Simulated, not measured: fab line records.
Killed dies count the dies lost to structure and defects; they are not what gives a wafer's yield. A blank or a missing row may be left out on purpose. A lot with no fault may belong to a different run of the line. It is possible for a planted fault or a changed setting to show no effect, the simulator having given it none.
fab line records    flow nand-harc
record: lots: 6  wafers: 18  last-day: 33
route steps=1302 shown A_CONTACT@1103 A_BLC@1107
lots untouched by any fault: they come from a run of this same line in which no faults occurred
start-h: the number of hours between the record's first day and the start of the first shown wafer of the lot    wait-h: how many hours have passed since the lot's step before this one    " unchanged from the row above    L1.1+2: one row covering several wafers at once    - no value, or no start was given    * or withheld: withheld    < > ~ a bound
route shown NAME@n: names a module that has steps shown in the file, with the first one's number in the route    usual: mean/standard deviation of fault-free wafers    same: alike in all rows    chamber/n: place in a boat    sites: the reading at each site    _std_site: how widely they spread, as a standard deviation    _edge_site: mean of outer sites minus mean of inner sites    radius-mm: for every site, how far away it sits from the centre of the wafer    mask NAME#n: copy n    behind: the tool/chamber that last shaped the wafer    hold: cause of the lot's hold/its duration in hours/its outcome    device: the n, p or np transistor that did not switch    end of line: the tests these same wafers got at the end of their route    for a step that has no rows: nothing shown but its recipe    killed: not the wafer's yield, but the dies lost to structure and defects at the first sort    map: the dies of a wafer, with x for killed, . for not killed, _ for no die there
set.NAME: the setting that was run; set.NAME@STEP: the one run at that earlier step    model.NAME: the simulator's own value behind a step, which no gauge read
a table for each step, a row for each wafer; lots at some steps of the route
services: when a tool's chamber went out of use (start-h, in hours from the record's first day, below 0 if earlier), for how many hours, and the reason
== steps ==
step: NHARC_A_CONTACT_CMP_20
recipe: t-overpolish-s: 30  target-thk-nm: 300
usual: edge-zone-pressure-frac: 1.000/0.0048  motor-current-A: 12.2/1.2  overpolish-run-s: 29.999/0.0097  retaining-ring-pressure-frac: 1.001/0.0052  time-to-endpoint-s: 60.5/2.9
same: t-overpolish-s: 30
lot.wafer  tool    chamber  start-h  wait-h  edge-zone-pressure-frac  motor-current-A  overpolish-run-s  retaining-ring-pressure-frac  time-to-endpoint-s
L404.3     cmp-03  1        536.69   0.9     1.009                    9.6              30.008            0.994                         66.6
L404.4     "       2        "        "       1.006                    11.8             29.995            1.005                         62.6
L404.6     "       1        "        "       0.997                    9.9              29.982            0.994                         63.6
L408.1     cmp-01  1        573.60   0.7     0.997                    12.2             29.989            1.004                         60.0
L408.2     "       2        "        "       0.997                    11.8             30.014            0.992                         60.5
L408.4     "       3        "        "       1.004                    10.8             29.998            1.009                         61.0
L417.2     cmp-04  3        651.09   0.8     1.005                    14.3             30.003            1.000                         56.2
L417.5     "       2        "        "       0.992                    11.4             30.017            1.010                         59.2
L417.6     "       3        "        "       1.012                    14.3             29.997            1.002                         55.2
L416.2     cmp-03  3        666.10   0.6     1.003                    12.7             29.975            0.996                         63.7
L416.3     "       1        "        "       1.003                    10.5             30.005            0.996                         63.0
L416.1     "       2        "        "       1.002                    12.2             30.002            1.007                         61.3
L418.4     cmp-01  1        668.83   0.5     1.006                    12.3             30.001            1.002                         59.2
L418.1     "       3        "        "       0.998                    10.4             29.999            0.996                         59.3
L418.5     "       0        "        "       1.001                    13.3             29.972            1.003                         57.7
L423.2     cmp-03  3        733.83   0.8     0.995                    14.4             30.006            1.005                         57.8
L423.3     "       0        "        "       1.002                    13.1             29.997            0.994                         57.2
L423.6     "       3        "        "       0.997                    14.1             29.999            0.994                         56.9
step: NHARC_A_CONTACT_SRD_22
step: NHARC_A_CONTACT_INSPECT_23
usual: raw-defect-count: 500/100
lot.wafer  tool               chamber  start-h  wait-h  raw-defect-count
L404.3     defect-inspect-01  -        537.07   0.1     510
L404.4     "                  -        "        "       464
L404.6     "                  -        "        "       490
L408.1     defect-inspect-02  -        573.98   0.1     562
L408.2     "                  -        "        "       483
L408.4     "                  -        "        "       484
L417.2     defect-inspect-02  -        651.46   0.1     610
L417.5     "                  -        "        "       610
L417.6     "                  -        "        "       771
L416.1     defect-inspect-01  -        666.50   0.1     538
L416.2     "                  -        "        "       498
L416.3     "                  -        "        "       501
L418.1     defect-inspect-02  -        669.21   0.1     422
L418.4     "                  -        "        "       406
L418.5     "                  -        "        "       537
L423.2     defect-inspect-01  -        734.25   0.1     420
L423.3     "                  -        "        "       367
L423.6     "                  -        "        "       363
step: NHARC_A_BLC_DEHYDRATE_00
recipe: temp-c: 150  time-s: 120
step: NHARC_A_BLC_HMDS_01
recipe: time-s: 30
step: NHARC_A_BLC_COAT_02
recipe: temp-c: 260  time-s: 75
step: NHARC_A_BLC_COAT_03
recipe: temp-c: 225  time-s: 65
step: NHARC_A_BLC_COAT_04
recipe: spin-rpm: 1500  resist-thk-nm: 90
step: NHARC_A_BLC_SOFTBAKE_05
recipe: temp-c: 105  time-s: 55
step: NHARC_A_BLC_EBR_06
step: NHARC_A_BLC_EXPOSE_07
recipe: na: 1.35  target-cd-nm: 100  dose-mj: 67.97  mask-id: A_BLC
step: NHARC_A_BLC_PEB_08
recipe: peb-temp-c: 100  peb-time-s: 65
lot.wafer   tool            chamber  start-h  wait-h
L404.3+4+6  litho-track-01  0        537.50   0.1
L408.1+2+4  litho-track-01  0        574.40   0.1
L417.2+5+6  litho-track-04  0        651.89   0.1
L416.1+2+3  litho-track-01  0        666.93   0.1
L418.1+4+5  litho-track-01  0        669.64   0.1
L423.2+3+6  litho-track-01  0        734.68   0.1
step: NHARC_A_BLC_DEVELOP_09
recipe: develop-time-s: 35  dev-temp-c: 23
step: NHARC_A_BLC_CD_MEAS_10
recipe: target-cd-nm: 100  landing-energy-ev: 500
usual: cd-nm: 100.2/0.56
lot.wafer  tool       chamber  start-h  wait-h  cd-nm
L404.3     cd-sem-01  0        537.58   -       99.7
L404.4     "          0        "        "       99.5
L404.6     "          0        "        "       99.7
L408.1     cd-sem-03  0        574.48   -       99.9
L408.2     "          0        "        "       99.0
L408.4     "          0        "        "       99.8
L417.2     cd-sem-02  0        651.97   -       100.5
L417.5     "          0        "        "       99.9
L417.6     "          0        "        "       100.3
L416.1     cd-sem-01  0        667.01   -       104.0
L416.2     "          0        "        "       104.8
L416.3     "          0        "        "       104.3
L418.1     cd-sem-02  0        669.72   -       104.7
L418.4     "          0        "        "       104.7
L418.5     "          0        "        "       104.9
L423.2     cd-sem-03  0        734.76   -       100.4
L423.3     "          0        "        "       100.2
L423.6     "          0        "        "       100.4
step: NHARC_A_BLC_OVL_MEAS_11
usual: overlay-x-nm: 0.0/0.88  overlay-y-nm: 0.1/0.99
lot.wafer  tool        chamber  start-h  wait-h  overlay-x-nm  overlay-y-nm
L404.3     overlay-01  -        537.67   -       -1.0          -0.2
L404.4     "           -        "        "       -1.1          -0.2
L404.6     "           -        "        "       -1.0          0.6
L408.1     overlay-02  -        574.57   -       -0.4          -0.4
L408.2     "           -        "        "       -1.4          0.5
L408.4     "           -        "        "       -0.6          0.4
L417.2     overlay-01  -        652.06   -       1.3           0.4
L417.5     "           -        "        "       1.7           0.5
L417.6     "           -        "        "       1.6           0.8
L416.1     overlay-02  -        667.10   -       0.3           0.6
L416.2     "           -        "        "       0.8           0.1
L416.3     "           -        "        "       0.3           0.2
L418.1     overlay-02  -        669.81   -       0.3           -0.2
L418.4     "           -        "        "       1.1           -0.8
L418.5     "           -        "        "       0.5           -1.5
L423.2     overlay-01  -        734.85   -       -0.4          1.2
L423.3     "           -        "        "       -0.4          1.5
L423.6     "           -        "        "       0.0           1.4
step: NHARC_A_BLC_INSPECT_12
usual: raw-defect-count: 81/37
lot.wafer  tool               chamber  start-h  wait-h  raw-defect-count
L404.3     defect-inspect-01  -        537.70   0.0     57
L404.4     "                  -        "        "       53
L404.6     "                  -        "        "       48
L408.1     defect-inspect-02  -        574.61   0.0     95
L408.2     "                  -        "        "       100
L408.4     "                  -        "        "       98
L417.2     defect-inspect-02  -        652.10   0.0     55
L417.5     "                  -        "        "       71
L417.6     "                  -        "        "       60
L416.1     defect-inspect-02  -        667.13   0.0     90
L416.2     "                  -        "        "       115
L416.3     "                  -        "        "       82
L418.1     defect-inspect-02  -        669.84   0.0     146
L418.4     "                  -        "        "       120
L418.5     "                  -        "        "       137
L423.2     defect-inspect-01  -        734.89   0.0     50
L423.3     "                  -        "        "       45
L423.6     "                  -        "        "       47
step: NHARC_A_BLC_DESCUM_15
recipe: time-s: 3  o2-flow-sccm: 200  ar-flow-sccm: 0  bias-power-w: 0  chemistry: O2
usual: drypump-motor-current-A: 5.7/0.48  oes-product-au: 0.996/0.011  rf-vpp-V: 57.9/0.93  showerhead-plenum-p-Torr: 1.92/0.096  throttle-valve-pct: 11.311/0.0088
lot.wafer  tool         chamber  start-h  wait-h  drypump-motor-current-A  oes-product-au  rf-hours-counter-h  rf-vpp-V  showerhead-plenum-p-Torr  throttle-valve-pct  model.A_BLC.cd-nm
L404.4     rie-diel-06  1        537.76   0.1     4.9                      0.998           2                   56.3      1.82                      11.315              99.15
L404.3     "            3        "        "       5.8                      0.988           2                   57.7      2.06                      11.307              99.02
L404.6     "            2        "        "       5.7                      0.993           -                   58.3      1.94                      11.318              99.79
L408.1     rie-diel-06  1        574.67   0.1     4.9                      1.011           5                   58.3      1.82                      11.298              99.95
L408.2     "            3        "        "       5.8                      0.987           5                   58.3      2.06                      11.304              98.12
L408.4     "            0        "        "       6.0                      1.009           5                   58.6      2.05                      11.297              100.1
L417.2     rie-diel-06  0        652.17   0.1     6.0                      0.999           10                  56.9      2.05                      11.296              100.4
L417.5     "            3        "        "       5.8                      0.981           -                   57.5      2.06                      11.308              99.68
L417.6     "            0        "        "       6.0                      1.002           -                   58.6      2.05                      11.308              100.1
L416.1     rie-diel-03  0        667.19   0.1     5.4                      1.009           6                   57.3      1.81                      11.309              105.1
L416.2     "            1        "        "       4.7                      1.002           5                   58.6      2.07                      11.308              104.4
L416.3     "            3        "        "       5.8                      1.001           6                   57.4      1.93                      11.300              104.4
L418.1     rie-diel-07  3        669.90   0.1     5.2                      1.006           1                   57.4      1.86                      11.314              103.7
L418.4     "            2        "        "       6.4                      0.988           1                   56.2      1.86                      11.302              103.8
L418.5     "            0        "        "       5.4                      1.017           -                   57.0      1.80                      11.317              105.7
L423.3     rie-diel-07  2        734.95   0.1     6.3                      1.013           7                   57.3      1.86                      11.309              99.25
L423.2     "            1        "        "       6.4                      1.026           8                   56.9      1.94                      11.300              100.2
L423.6     "            2        "        "       6.3                      1.007           -                   59.0      1.86                      11.316              100.1
step: NHARC_A_BLC_ETCH_16
recipe: target-depth-a: 390  over-etch-frac: 0.3  time-s: 65  ion-energy-ev: 80  cf4-flow-sccm: 150  ar-flow-sccm: 0  rf-w: 300  bias-w: 100  chemistry: CF4
usual: cf4-flow-sccm: 150.0/0.44  drypump-motor-current-A: 5.7/0.49  oes-product-au: 0.996/0.01  rf-vpp-V: 151.4/1.3  showerhead-plenum-p-Torr: 1.78/0.08  throttle-valve-pct: 13.286/0.0083
lot.wafer  tool         chamber  start-h  wait-h  cf4-flow-sccm  drypump-motor-current-A  oes-product-au  rf-hours-counter-h  rf-vpp-V  showerhead-plenum-p-Torr  throttle-valve-pct
L404.3     rie-diel-06  1        537.85   0.1     150.3          5.0                      1.005           2                   150.9     1.69                      13.287
L404.4     "            2        "        "       149.9          5.7                      0.983           2                   149.6     1.79                      13.296
L404.6     "            0        "        "       149.9          5.9                      0.995           -                   153.5     1.88                      13.279
L408.1     rie-diel-06  1        574.75   0.1     149.7          4.9                      1.014           5                   149.8     1.69                      13.294
L408.4     "            2        "        "       150.5          5.7                      0.999           5                   152.9     1.79                      13.269
L408.2     "            0        "        "       150.0          6.0                      1.003           5                   151.8     1.88                      13.285
L417.2     rie-diel-06  2        652.25   0.1     150.4          5.7                      0.987           10                  152.4     1.79                      13.285
L417.6     "            0        "        "       150.9          6.0                      0.998           -                   152.5     1.88                      13.268
L417.5     "            1        "        "       149.7          4.9                      1.005           -                   150.0     1.69                      13.275
L416.3     rie-diel-03  2        667.37   0.1     150.6          5.8                      0.990           5                   152.4     1.77                      13.279
L416.1     "            3        "        "       149.6          5.9                      0.998           6                   151.6     1.78                      13.295
L416.2     "            0        "        "       150.8          5.4                      1.011           6                   150.0     1.68                      13.288
L418.1     rie-diel-07  3        670.00   0.1     150.6          5.2                      1.004           1                   151.7     1.72                      13.288
L418.4     "            0        "        "       150.1          5.4                      1.004           1                   149.2     1.67                      13.287
L418.5     "            2        "        "       150.2          6.4                      0.999           -                   150.6     1.72                      13.290
L423.3     rie-diel-07  3        735.04   0.1     150.9          5.2                      1.005           7                   150.5     1.72                      13.277
L423.2     "            1        "        "       150.2          6.4                      1.019           8                   152.1     1.79                      13.283
L423.6     "            3        "        "       150.4          5.2                      1.008           -                   150.7     1.72                      13.288
step: NHARC_A_BLC_ETCH_17
recipe: target-depth-a: 3900  over-etch-frac: 0.25  time-s: 609.38  ion-energy-ev: 200  n2-flow-sccm: 150  h2-flow-sccm: 150  ar-flow-sccm: 0  rf-w: 400  bias-w: 150  chemistry: N2/H2
usual: drypump-motor-current-A: 5.6/0.49  oes-product-au: 0.995/0.011  rf-vpp-V: 431/3.1  showerhead-plenum-p-Torr: 2.05/0.1  throttle-valve-pct: 14.172/0.0091
lot.wafer  tool         chamber  start-h  wait-h  drypump-motor-current-A  oes-product-au  rf-hours-counter-h  rf-vpp-V  showerhead-plenum-p-Torr  throttle-valve-pct
L404.3     rie-diel-06  2        -        -       5.7                      0.985           2                   433       2.06                      14.170
L404.4     "            3        "        "       5.8                      0.995           2                   435       2.20                      14.162
L404.6     "            1        "        "       4.9                      0.992           -                   428       1.94                      14.178
L408.4     rie-diel-06  2        -        -       5.7                      0.993           5                   430       2.06                      14.161
L408.2     "            0        "        "       5.9                      0.995           5                   436       2.19                      14.165
L408.1     "            1        "        "       5.0                      1.023           5                   427       1.94                      14.174
L417.2     rie-diel-06  3        -        -       5.8                      0.987           10                  434       2.20                      14.178
L417.5     "            1        "        "       4.9                      1.010           -                   428       1.93                      14.172
L417.6     "            2        "        "       5.7                      1.004           -                   431       2.06                      14.163
L416.3     rie-diel-03  2        -        -       5.9                      0.982           5                   432       2.04                      14.168
L416.2     "            0        "        "       5.5                      1.009           6                   428       1.93                      14.180
L416.1     "            1        "        "       4.7                      1.008           5                   436       2.22                      14.163
L418.4     rie-diel-07  1        -        -       6.4                      1.011           1                   433       2.07                      14.177
L418.1     "            2        "        "       6.3                      0.991           1                   430       1.98                      14.166
L418.5     "            1        "        "       6.4                      1.005           -                   432       2.07                      14.160
L423.2     rie-diel-07  3        -        -       5.2                      0.995           7                   428       1.98                      14.172
L423.3     "            0        "        "       5.4                      1.012           6                   425       1.91                      14.164
L423.6     "            2        "        "       6.4                      1.008           -                   428       1.98                      14.177
step: NHARC_A_BLC_ETCH_18
recipe: target-depth-a: 9100  c4f8-flow-sccm: 20  o2-flow-sccm: 10  ar-flow-sccm: withheld  rf-w: 600  bias-w: 1500  chemistry: C4F8/O2/Ar
usual: oes-product-au: 0.950/0.023  rf-vpp-V: 978/6.5
lot.wafer  tool         chamber  start-h  wait-h  oes-product-au  rf-hours-counter-h  rf-vpp-V  model.A_BLC.cd-nm
L404.3     rie-diel-06  0        -        -       0.983           3                   987       101.3
L404.4     "            2        "        "       0.944           3                   980       96.43
L404.6     "            1        "        "       0.958           -                   972       99.43
L408.2     rie-diel-06  0        -        -       0.963           5                   987       94.6
L408.4     "            1        "        "       0.961           5                   971       99.01
L408.1     "            3        "        "       0.940           6                   988       99.44
L417.2     rie-diel-06  1        -        -       0.923           9                   972       98.21
L417.5     "            2        "        "       0.904           -                   978       99.28
L417.6     "            3        "        "       0.905           -                   988       99.3
L416.1     rie-diel-03  3        -        -       0.958           6                   979       106.3
L416.2     "            0        "        "       0.952           6                   969       102.9
L416.3     "            2        "        "       0.939           5                   978       102
L418.1     rie-diel-07  2        -        -       0.978           2                   974       105.6
L418.4     "            3        "        "       0.958           1                   975       104.7
L418.5     "            3        "        "       0.960           -                   974       106.5
L423.3     rie-diel-07  3        -        -       0.967           7                   974       95.3
L423.2     "            1        "        "       0.984           8                   980       99.85
L423.6     "            0        "        "       0.965           -                   970       100.6
step: NHARC_A_BLC_CD_MEAS_19
usual: cd-nm: 99.4/2.3
lot.wafer  tool       chamber  start-h  wait-h  cd-nm
L404.3     cd-sem-01  -        538.73   -       101.4
L404.4     "          -        "        "       96.6
L404.6     "          -        "        "       99.2
L408.1     cd-sem-02  -        575.64   -       99.7
L408.2     "          -        "        "       94.3
L408.4     "          -        "        "       99.0
L417.2     cd-sem-02  -        653.13   -       98.2
L417.5     "          -        "        "       99.0
L417.6     "          -        "        "       99.6
L416.1     cd-sem-03  -        668.24   -       106.2
L416.2     "          -        "        "       102.9
L416.3     "          -        "        "       102.0
L418.1     cd-sem-02  -        670.87   -       105.5
L418.4     "          -        "        "       104.6
L418.5     "          -        "        "       106.1
L423.2     cd-sem-01  -        735.91   -       99.5
L423.3     "          -        "        "       95.9
L423.6     "          -        "        "       100.5
== services ==
tool            chamber  start-h  hours  kind
cmp-03          -        521.84   0.3    repair
rie-diel-07     3        524.02   6.2    repair
cmp-01          -        558.34   4.3    repair
rie-diel-03     -        565.19   7.5    repair
cmp-01          -        580.32   4.0    pm
cmp-03          -        593.61   4.0    pm
cmp-01          -        604.33   1.1    repair
rie-diel-06     1        609.44   2.8    repair
cmp-01          -        613.87   1.1    repair
rie-diel-06     3        634.62   7.7    repair
rie-diel-03     -        635.48   9.0    pm
rie-diel-06     2        636.69   6.9    repair
cmp-01          -        640.45   4.2    repair
rie-diel-07     -        649.24   9.0    pm
rie-diel-06     3        658.72   21.6   repair
rie-diel-06     -        661.23   9.0    pm
rie-diel-03     0        671.03   6.0    repair
litho-track-01  -        680.00   7.0    pm
cmp-03          -        691.61   4.0    pm
rie-diel-07     2        707.56   5.1    repair
cmp-03          -        716.48   3.0    repair
rie-diel-03     2        716.68   6.0    repair
rie-diel-07     0        723.26   7.1    repair
rie-diel-07     3        727.41   4.6    repair
== key ==
first-sign: step: NHARC_A_BLC_CD_MEAS_10  reading: cd-nm  direction: up  sigmas: 7.8  usual: 100.2  struck: 104.6
effect: step: NHARC_A_BLC_CD_MEAS_19  reading: cd-nm  direction: up  sigmas: 2.3  usual: 99.4  struck: 104.6
model-effect: step: NHARC_A_BLC_DESCUM_15  value: A_BLC.cd-nm  without: 100.4  struck: 104.5
model-effect: step: NHARC_A_BLC_ETCH_18  value: A_BLC.cd-nm  without: 100.6  struck: 104.7
met-at NHARC_A_BLC_PEB_08
struck-wafers L416.1,L416.2,L416.3,L418.1,L418.4,L418.5
tester-left-out L416,L418
onset-between 574.40 666.93
fault: kind: process-parameter-drift  tool: litho-track-01  chamber: -  onset-h: 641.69  steps: NHARC_A_BLC_PEB_08  channel: peb-time-s  offset: *  shape: step  end-h: 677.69  acts-in: *  stated: *
tester-left-out: of these lots the tester's yield and bins aren't shown, on N5 and GAA mostly nor the transistor test; their killed dies are dies lost to structure and defects alone, not to doping, threshold or leakage, so they don't give the yield
